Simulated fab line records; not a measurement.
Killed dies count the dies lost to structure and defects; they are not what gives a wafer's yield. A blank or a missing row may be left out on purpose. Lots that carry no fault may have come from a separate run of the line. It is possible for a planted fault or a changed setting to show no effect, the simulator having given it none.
fab line records | flow nandHarc
record: lots: 6 | wafers: 18 | lastDay: 33
route steps=1302 shown P_M2@339 P_BONDPAD@351
lots that met no fault: taken from a fault-free run of the same line
startH: hours from the record's first day to the start of the lot's first wafer shown | waitH: how many hours have passed since the lot's step before this one | " unchanged from the row above | L1.1+2: several wafers, shown together as one row | - value missing, or start not given | * or withheld: withheld | < > ~ a bound
route shown NAME@n: names a module that has steps shown in the file, with the first one's number in the route | usual: mean/standard deviation taken from wafers without a fault | same: alike in all rows | chamber/n: place in a boat | sites: the reading at each site | _std_site: how widely they spread, as a standard deviation | _edge_site: inner sites' mean taken away from outer sites' mean | radiusMm: how far each site lies from the wafer's centre | mask NAME#n: copy n | behind: the most recent tool/chamber to have shaped the wafer | hold: why the lot was held/for how many hours/how that ended | device: transistor that didn't switch, given as n, p or np | end of line: the same wafers' tests at the end of the route | for a step that has no rows: nothing shown but its recipe | killed: the dies lost at the first sort to structure and to defects; this is not the yield of the wafer | map: a wafer's dies, x killed, . not, _ none there
set.NAME: the run value of the setting; set.NAME@STEP: its run value at that earlier step | model.NAME: the simulator's own value behind a step, which no gauge read
lots at selected steps of the route; one table per step, one row per wafer
services: from which hour (startH, from the record's first day; less than 0 if before it) a tool's chamber was out of use, for how many hours, and why
== steps ==
step: NHARC_P_M2_PRE_CLEAN_30
recipe: timeS: 30 | tempC: 280 | gas: H2/He
usual: heaterPowerW: 395/39
same: timeS: 30
lot.wafer | tool          | chamber | startH | waitH | heaterPowerW
L509.3    | pvdSputter-01 | -       | -      | -     | 426
L509.4    | "             | -       | "      | "     | 458
L509.6    | "             | -       | "      | "     | 438
L513.3    | pvdSputter-03 | -       | -      | -     | 441
L513.4    | "             | -       | "      | "     | 437
L513.5    | "             | -       | "      | "     | 439
L525.3    | pvdSputter-03 | -       | -      | -     | 430
L525.4    | "             | -       | "      | "     | 373
L525.1    | "             | -       | "      | "     | 389
L526.4    | pvdSputter-02 | -       | -      | -     | 367
L526.5    | "             | -       | "      | "     | 384
L526.6    | "             | -       | "      | "     | 357
L529.2    | pvdSputter-01 | -       | -      | -     | 356
L529.4    | "             | -       | "      | "     | 436
L529.5    | "             | -       | "      | "     | 352
L532.2    | pvdSputter-02 | -       | -      | -     | 373
L532.1    | "             | -       | "      | "     | 418
L532.5    | "             | -       | "      | "     | 374
step: NHARC_P_M2_PVD_20
recipe: targetThkA: 50 | biasV: 168.6 | powerW: 15000 | chamberPressurePa: 0.12 | timeS: 8.06 | substrateTempC: 50 | material: TaN
usual: substrateTempC: 50.00/0.12 | throttleValvePct: 29.9/1.2
same: timeS: 8.06
lot.wafer | tool          | chamber | startH | waitH | substrateTempC | throttleValvePct
L509.4    | pvdSputter-01 | -       | -      | -     | 50.12          | 29.5
L509.3    | "             | -       | "      | "     | 49.99          | 27.9
L509.6    | "             | -       | "      | "     | 49.96          | 30.9
L513.4    | pvdSputter-03 | -       | -      | -     | 49.95          | 31.5
L513.3    | "             | -       | "      | "     | 49.94          | 31.1
L513.5    | "             | -       | "      | "     | 49.95          | 30.3
L525.4    | pvdSputter-03 | -       | -      | -     | 50.07          | 28.6
L525.3    | "             | -       | "      | "     | 50.05          | 32.1
L525.1    | "             | -       | "      | "     | 49.97          | 31.2
L526.4    | pvdSputter-02 | -       | -      | -     | 49.99          | 28.6
L526.5    | "             | -       | "      | "     | 49.85          | 28.8
L526.6    | "             | -       | "      | "     | 50.02          | 29.1
L529.2    | pvdSputter-01 | -       | -      | -     | 50.14          | 29.2
L529.4    | "             | -       | "      | "     | 50.11          | 30.2
L529.5    | "             | -       | "      | "     | 50.12          | 27.8
L532.2    | pvdSputter-02 | -       | -      | -     | 50.09          | 28.9
L532.1    | "             | -       | "      | "     | 49.93          | 30.3
L532.5    | "             | -       | "      | "     | 50.08          | 28.7
step: NHARC_P_M2_PVD_21
recipe: targetThkA: 300 | chamberPressurePa: 5 | powerW: 5000 | substrateTempC: 30 | timeS: 20.49 | material: Cu
step: NHARC_P_M2_ECD_22
recipe: targetThkA: 4000 | bathTempC: 25 | material: Cu
step: NHARC_P_M2_ANNEAL_31
recipe: tempC: 225 | timeS: 90
usual: annealTempC: 225.02/0.14 | wafer_temp_C_max: 226.1/0.36
same: timeS: 90
lot.wafer | tool         | chamber | startH | waitH | annealTempC | wafer_temp_C_max
L509.3    | rtpAnneal-02 | 0       | 136.47 | -     | 225.09      | 226.3
L509.4    | "            | 0       | "      | "     | 225.32      | 226.4
L509.6    | "            | 0       | "      | "     | 225.09      | 226.2
L513.3    | rtpAnneal-01 | 0       | 169.09 | 0.4   | 225.12      | 226.2
L513.4    | "            | 0       | "      | "     | 225.00      | 226.1
L513.5    | "            | 0       | "      | "     | 225.13      | 226.1
L525.1    | rtpAnneal-01 | 0       | 296.36 | -     | 224.93      | 226.0
L525.3    | "            | 0       | "      | "     | 224.90      | 225.8
L525.4    | "            | 0       | "      | "     | 224.87      | 225.9
L526.4    | rtpAnneal-02 | 0       | 301.36 | -     | 225.12      | 226.3
L526.5    | "            | 0       | "      | "     | 225.00      | 226.1
L526.6    | "            | 0       | "      | "     | 225.02      | 226.4
L529.2    | rtpAnneal-02 | 0       | 331.97 | -     | 225.08      | 226.2
L529.4    | "            | 0       | "      | "     | 225.10      | 226.7
L529.5    | "            | 0       | "      | "     | 225.02      | 226.3
L532.1    | rtpAnneal-02 | 0       | 358.45 | 0.3   | 225.14      | 226.2
L532.2    | "            | 0       | "      | "     | 225.05      | 226.2
L532.5    | "            | 0       | "      | "     | 224.92      | 226.3
step: NHARC_P_M2_CMP_23
recipe: tOverpolishS: 20 | targetThkNm: 144.3
step: NHARC_P_M2_THK_MEAS_24
recipe: thkMeasGauge: xrf
usual: thkNm: 144.2/1.5
lot.wafer | tool         | chamber | startH | waitH | thkNm
L509.3    | filmMetro-01 | -       | 137.03 | -     | 144.9
L509.4    | "            | -       | "      | "     | 146.7
L509.6    | "            | -       | "      | "     | 144.3
L513.3    | filmMetro-01 | -       | 169.65 | -     | 144.0
L513.4    | "            | -       | "      | "     | 147.2
L513.5    | "            | -       | "      | "     | 143.6
L525.1    | filmMetro-02 | -       | 297.02 | -     | 146.1
L525.3    | "            | -       | "      | "     | 145.2
L525.4    | "            | -       | "      | "     | 144.1
L526.4    | filmMetro-01 | -       | 301.87 | -     | 143.7
L526.5    | "            | -       | "      | "     | 143.9
L526.6    | "            | -       | "      | "     | 142.1
L529.2    | filmMetro-01 | -       | 332.58 | -     | 143.7
L529.4    | "            | -       | "      | "     | 146.0
L529.5    | "            | -       | "      | "     | 146.9
L532.1    | filmMetro-01 | -       | 359.23 | -     | 144.6
L532.2    | "            | -       | "      | "     | 143.0
L532.5    | "            | -       | "      | "     | 144.2
step: NHARC_P_M2_SRD_25
step: NHARC_P_M2_INSPECT_27
usual: rawDefectCount: 310/130
lot.wafer | tool             | chamber | startH | waitH | rawDefectCount
L509.3    | defectInspect-02 | -       | 137.18 | 0.0   | 199
L509.4    | "                | -       | "      | "     | 269
L509.6    | "                | -       | "      | "     | 342
L513.3    | defectInspect-01 | -       | 169.80 | 0.0   | 142
L513.4    | "                | -       | "      | "     | 246
L513.5    | "                | -       | "      | "     | 209
L525.1    | defectInspect-02 | -       | 297.18 | 0.0   | 257
L525.3    | "                | -       | "      | "     | 208
L525.4    | "                | -       | "      | "     | 252
L526.4    | defectInspect-02 | -       | 302.03 | 0.0   | 278
L526.5    | "                | -       | "      | "     | 317
L526.6    | "                | -       | "      | "     | 300
L529.2    | defectInspect-02 | -       | 332.74 | 0.0   | 239
L529.4    | "                | -       | "      | "     | 348
L529.5    | "                | -       | "      | "     | 176
L532.1    | defectInspect-01 | -       | 359.39 | 0.0   | 363
L532.2    | "                | -       | "      | "     | 288
L532.5    | "                | -       | "      | "     | 418
step: NHARC_P_M2_PRE_CLEAN_32
recipe: timeS: 12 | tempC: 370 | rfPowerW: 300 | gas: NH3
usual: heaterPowerW: 643/89
same: timeS: 12
lot.wafer | tool     | chamber | startH | waitH | heaterPowerW
L509.3    | pecvd-04 | 1       | 137.25 | 0.1   | 681
L509.6    | "        | 1       | "      | "     | 677
L509.4    | "        | 0       | "      | "     | 656
L513.3    | pecvd-04 | 2       | 169.88 | 0.1   | 614
L513.5    | "        | 1       | "      | "     | 669
L513.4    | "        | 0       | "      | "     | 621
L525.1    | pecvd-03 | 2       | 297.25 | 0.1   | 611
L525.3    | "        | 0       | "      | "     | 596
L525.4    | "        | 0       | "      | "     | 616
L526.6    | pecvd-04 | 1       | 302.14 | 0.1   | 714
L526.4    | "        | 2       | "      | "     | 563
L526.5    | "        | 0       | "      | "     | 609
L529.2    | pecvd-03 | 2       | 332.96 | 0.2   | 689
L529.5    | "        | 2       | "      | "     | 657
L529.4    | "        | 1       | "      | "     | 571
L532.1    | pecvd-04 | 0       | 359.46 | 0.1   | 636
L532.2    | "        | 1       | "      | "     | 725
L532.5    | "        | 1       | "      | "     | 746
step: NHARC_P_M2_DEP_33
recipe: targetThkA: 300 | tempC: 370 | targetThkNm: 30 | pressureTorr: 3 | flowSccm: 200 | rfW: 450 | material: SiCN
step: NHARC_P_BONDPAD_DEP_00
recipe: targetThkA: 2500 | tempC: 370 | targetThkNm: 250 | pressureTorr: 3 | flowSccm: 200 | rfW: 450 | material: SiCN
usual: chamberPressureTorr: 3.001/0.0059 | heaterPowerOuterW: 326/48 | heaterPowerW: 584/88
lot.wafer | tool     | chamber | startH | waitH | chamberPressureTorr | heaterPowerOuterW | heaterPowerW
L509.3    | pecvd-03 | 2       | 137.88 | -     | 3.010               | 345               | 668
L509.4    | "        | 0       | "      | "     | 3.005               | 326               | 553
L509.6    | "        | 2       | "      | "     | 3.006               | 361               | 663
L513.3    | pecvd-01 | 2       | 170.37 | -     | 2.999               | 272               | 480
L513.4    | "        | 0       | "      | "     | 2.989               | 382               | 727
L513.5    | "        | 1       | "      | "     | 3.006               | 364               | 668
L525.1    | pecvd-01 | 0       | 297.74 | -     | -                   | -                 | -
L525.3    | "        | 1       | "      | "     | -                   | -                 | -
L525.4    | "        | 2       | "      | "     | -                   | -                 | -
L526.4    | pecvd-03 | 1       | 302.72 | -     | -                   | -                 | -
L526.5    | "        | 2       | "      | "     | -                   | -                 | -
L526.6    | "        | 0       | "      | "     | -                   | -                 | -
L529.2    | pecvd-03 | 1       | 333.47 | -     | 2.998               | 313               | 565
L529.5    | "        | 0       | "      | "     | 2.998               | 269               | 466
L529.4    | "        | 1       | "      | "     | 3.000               | 228               | 438
L532.2    | pecvd-01 | 1       | 360.00 | -     | 2.997               | 387               | 697
L532.1    | "        | 2       | "      | "     | 2.999               | 300               | 500
L532.5    | "        | 0       | "      | "     | 3.005               | 418               | 727
step: NHARC_P_BONDPAD_CMP_32
recipe: targetThkNm: 200 | material: SiCN
usual: motorCurrentA: 11.9/1
lot.wafer | tool   | chamber | startH | waitH | motorCurrentA
L509.3    | cmp-01 | 3       | 138.28 | 0.3   | 13.3
L509.4    | "      | 0       | "      | "     | 13.1
L509.6    | "      | 0       | "      | "     | 13.0
L513.3    | cmp-02 | 2       | 170.77 | -     | 11.2
L513.4    | "      | 3       | "      | "     | 11.3
L513.5    | "      | 2       | "      | "     | 10.9
L525.4    | cmp-02 | 0       | 298.17 | 0.2   | 12.7
L525.1    | "      | 1       | "      | "     | 10.6
L525.3    | "      | 2       | "      | "     | 10.4
L526.4    | cmp-02 | 3       | 303.00 | 0.2   | 11.0
L526.5    | "      | 3       | "      | "     | 10.9
L526.6    | "      | 0       | "      | "     | 11.6
L529.2    | cmp-04 | 2       | 333.83 | -     | 11.9
L529.4    | "      | 0       | "      | "     | 12.1
L529.5    | "      | 2       | "      | "     | 12.2
L532.1    | cmp-01 | 3       | 360.38 | -     | 13.3
L532.2    | "      | 0       | "      | "     | 12.6
L532.5    | "      | 2       | "      | "     | 10.0
step: NHARC_P_BONDPAD_SRD_34
== services ==
tool          | chamber | startH | hours | kind
pecvd-01      | 2       | 117.94 | 19.5  | repair
pecvd-04      | -       | 120.00 | 1.3   | repair
pecvd-01      | -       | 130.00 | 13.0  | pm
pecvd-03      | 1       | 133.49 | 18.7  | repair
cmp-02        | -       | 134.51 | 4.0   | pm
pecvd-03      | 2       | 142.12 | 4.4   | repair
pvdSputter-01 | -       | 143.24 | 6.5   | repair
pvdSputter-01 | -       | 173.65 | 0.8   | repair
pvdSputter-03 | -       | 178.32 | 10.0  | pm
pecvd-03      | -       | 185.04 | 13.0  | pm
pvdSputter-01 | -       | 226.00 | 10.0  | pm
cmp-02        | -       | 232.51 | 4.0   | pm
pvdSputter-01 | -       | 241.93 | 3.8   | repair
pecvd-04      | -       | 269.00 | 13.0  | pm
pvdSputter-01 | -       | 270.09 | 2.1   | repair
pecvd-01      | -       | 272.10 | 1.3   | repair
pecvd-03      | 0       | 281.05 | 4.7   | repair
pvdSputter-02 | -       | 282.00 | 10.0  | pm
pecvd-04      | -       | 292.01 | 1.3   | repair
pvdSputter-01 | -       | 295.16 | 14.6  | repair
cmp-02        | -       | 309.40 | 0.5   | repair
pecvd-01      | 0       | 310.74 | 23.1  | repair
pecvd-04      | -       | 332.01 | 2.2   | repair
pvdSputter-03 | -       | 356.32 | 10.0  | pm
== key ==
firstSign: step: NHARC_P_BONDPAD_DEP_00 | reading: toolRecord | direction: missing
effect none on later readings
metAt NHARC_P_BONDPAD_DEP_00
struckWafers L525.1,L525.3,L525.4,L526.4,L526.5,L526.6
laterRowsLeftOut L525.1,L525.3,L525.4,L526.4,L526.5,L526.6
sortLeftOut L525.1,L525.3,L525.4,L526.4,L526.5,L526.6
onsetBetween 170.37 297.74
fault: kind: skippedStepWhole | tool: pecvd-01,pecvd-03 | chamber: - | onsetH: 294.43 | steps: NHARC_P_BONDPAD_DEP_00 | scope: struckLotsOnly
sortLeftOut: the simulated sort isn't trusted on such a fault, so these wafers' sort isn't shown, and their yield isn't known
laterRowsLeftOut: the simulator's readings of these wafers behind a module that went badly wrong aren't trusted and aren't shown, but for the sort
